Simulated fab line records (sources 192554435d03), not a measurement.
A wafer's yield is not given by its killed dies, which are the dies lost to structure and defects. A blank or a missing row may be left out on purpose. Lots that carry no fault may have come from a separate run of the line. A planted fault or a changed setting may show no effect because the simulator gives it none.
Matching of chambers || flow n5 finfet || N5_FIN_SAQP_HM_DEP_72 on pecvd-04 has 3 sister chambers
The step deposits SiO2 from SiH4/N2O, target thk 12 nm, time 7.2 s. 20 wafers are shown with their chamber, then 10 later ones without.

== EACH WAFER AND ITS CHAMBER ==
{"wafer": "L074.3", "chamber": 0, "showerhead plenum p Torr (Torr)": 8.05, "heater power w (W)": 668, "susceptor temp C (C)": 399.98}
{"wafer": "L074.4", "chamber": 1, "showerhead plenum p Torr (Torr)": 7.96, "heater power w (W)": 931, "susceptor temp C (C)": 400.14}
{"wafer": "L074.6", "chamber": 2, "showerhead plenum p Torr (Torr)": 8.10, "heater power w (W)": 683, "susceptor temp C (C)": 399.71}
{"wafer": "L077.1", "chamber": 2, "showerhead plenum p Torr (Torr)": 8.13, "heater power w (W)": 724, "susceptor temp C (C)": 399.77}
{"wafer": "L077.4", "chamber": 2, "showerhead plenum p Torr (Torr)": 8.12, "heater power w (W)": 738, "susceptor temp C (C)": 400.01}
{"wafer": "L077.5", "chamber": 1, "showerhead plenum p Torr (Torr)": 7.96, "heater power w (W)": 899, "susceptor temp C (C)": 399.79}
{"wafer": "L079.2", "chamber": 2, "showerhead plenum p Torr (Torr)": 8.14, "heater power w (W)": 748, "susceptor temp C (C)": 400.02}
{"wafer": "L079.3", "chamber": 1, "showerhead plenum p Torr (Torr)": 7.97, "heater power w (W)": 808, "susceptor temp C (C)": 400.22}
{"wafer": "L079.6", "chamber": 2, "showerhead plenum p Torr (Torr)": 8.13, "heater power w (W)": 740, "susceptor temp C (C)": 400.23}
{"wafer": "L082.2", "chamber": 0, "showerhead plenum p Torr (Torr)": 8.05, "heater power w (W)": 634, "susceptor temp C (C)": 399.44}
{"wafer": "L082.3", "chamber": 1, "showerhead plenum p Torr (Torr)": 7.95, "heater power w (W)": 844, "susceptor temp C (C)": 399.59}
{"wafer": "L082.4", "chamber": 1, "showerhead plenum p Torr (Torr)": 7.95, "heater power w (W)": 861, "susceptor temp C (C)": 399.86}
{"wafer": "L084.1", "chamber": 2, "showerhead plenum p Torr (Torr)": 8.12, "heater power w (W)": 798, "susceptor temp C (C)": 399.75}
{"wafer": "L084.5", "chamber": 2, "showerhead plenum p Torr (Torr)": 8.15, "heater power w (W)": 672, "susceptor temp C (C)": 399.82}
{"wafer": "L084.6", "chamber": 0, "showerhead plenum p Torr (Torr)": 8.04, "heater power w (W)": 610, "susceptor temp C (C)": 399.81}
{"wafer": "L086.2", "chamber": 0, "showerhead plenum p Torr (Torr)": 8.06, "heater power w (W)": 648, "susceptor temp C (C)": 399.93}
{"wafer": "L086.3", "chamber": 1, "showerhead plenum p Torr (Torr)": 7.95, "heater power w (W)": 898, "susceptor temp C (C)": 399.74}
{"wafer": "L086.6", "chamber": 2, "showerhead plenum p Torr (Torr)": 8.15, "heater power w (W)": 671, "susceptor temp C (C)": 400.31}
{"wafer": "L087.2", "chamber": 1, "showerhead plenum p Torr (Torr)": 7.95, "heater power w (W)": 928, "susceptor temp C (C)": 400.26}
{"wafer": "L087.4", "chamber": 0, "showerhead plenum p Torr (Torr)": 8.07, "heater power w (W)": 670, "susceptor temp C (C)": 400.09}

SIGNATURES (averages over the wafers above)
{"reading": "showerhead plenum p Torr", "chamber 0": 8.0540, "chamber 1": 7.9557, "chamber 2": 8.1300, "scatter within a chamber": 0.013}
{"reading": "heater power w", "chamber 0": 646.00, "chamber 1": 881.29, "chamber 2": 721.75, "scatter within a chamber": 41}
{"reading": "susceptor temp C", "chamber 0": 399.8500, "chamber 1": 399.9429, "chamber 2": 399.9525, "scatter within a chamber": 0.246}
Rule: distance of a wafer from a chamber = root of the sum over the readings of ((wafer's reading minus chamber's mean) / reading's scatter) squared. The wafer belongs to the nearest chamber; if the next one is less than 2 further off, it can't be placed. The scatter: take each reading less its chamber's mean, square it, sum over the shown wafers, divide by the number of wafers less the number of chambers, and take the root.

== WAFERS WITHOUT THEIR CHAMBER ==
{"wafer": "L087.5", "showerhead plenum p Torr (Torr)": 8.13, "heater power w (W)": 680, "susceptor temp C (C)": 400.28}
{"wafer": "L090.1", "showerhead plenum p Torr (Torr)": 7.96, "heater power w (W)": 766, "susceptor temp C (C)": 400.26}
{"wafer": "L090.5", "showerhead plenum p Torr (Torr)": 7.97, "heater power w (W)": 777, "susceptor temp C (C)": 400.07}
{"wafer": "L090.6", "showerhead plenum p Torr (Torr)": 8.14, "heater power w (W)": 713, "susceptor temp C (C)": 400.29}
{"wafer": "L094.2", "showerhead plenum p Torr (Torr)": 7.95, "heater power w (W)": 958, "susceptor temp C (C)": 399.63}
{"wafer": "L094.4", "showerhead plenum p Torr (Torr)": 7.97, "heater power w (W)": 933, "susceptor temp C (C)": 399.78}
{"wafer": "L094.5", "showerhead plenum p Torr (Torr)": 8.14, "heater power w (W)": 725, "susceptor temp C (C)": 400.47}
{"wafer": "L097.4", "showerhead plenum p Torr (Torr)": 7.94, "heater power w (W)": 960, "susceptor temp C (C)": 399.55}
{"wafer": "L097.5", "showerhead plenum p Torr (Torr)": 7.95, "heater power w (W)": 939, "susceptor temp C (C)": 399.47}
{"wafer": "L097.6", "showerhead plenum p Torr (Torr)": 8.12, "heater power w (W)": 794, "susceptor temp C (C)": 400.00}

== WHICH CHAMBER EACH WENT THROUGH ==
{"wafer": "L087.5", "from the rows above": 2, "in truth": 2}
{"wafer": "L090.1", "from the rows above": 1, "in truth": 1}
{"wafer": "L090.5", "from the rows above": 1, "in truth": 1}
{"wafer": "L090.6", "from the rows above": 2, "in truth": 2}
{"wafer": "L094.2", "from the rows above": 1, "in truth": 1}
{"wafer": "L094.4", "from the rows above": 1, "in truth": 1}
{"wafer": "L094.5", "from the rows above": 2, "in truth": 2}
{"wafer": "L097.4", "from the rows above": 1, "in truth": 1}
{"wafer": "L097.5", "from the rows above": 1, "in truth": 1}
{"wafer": "L097.6", "from the rows above": 2, "in truth": 2}
Placed correctly: 10 of 10. Not placeable from these rows: 0. Placed wrongly: 0.
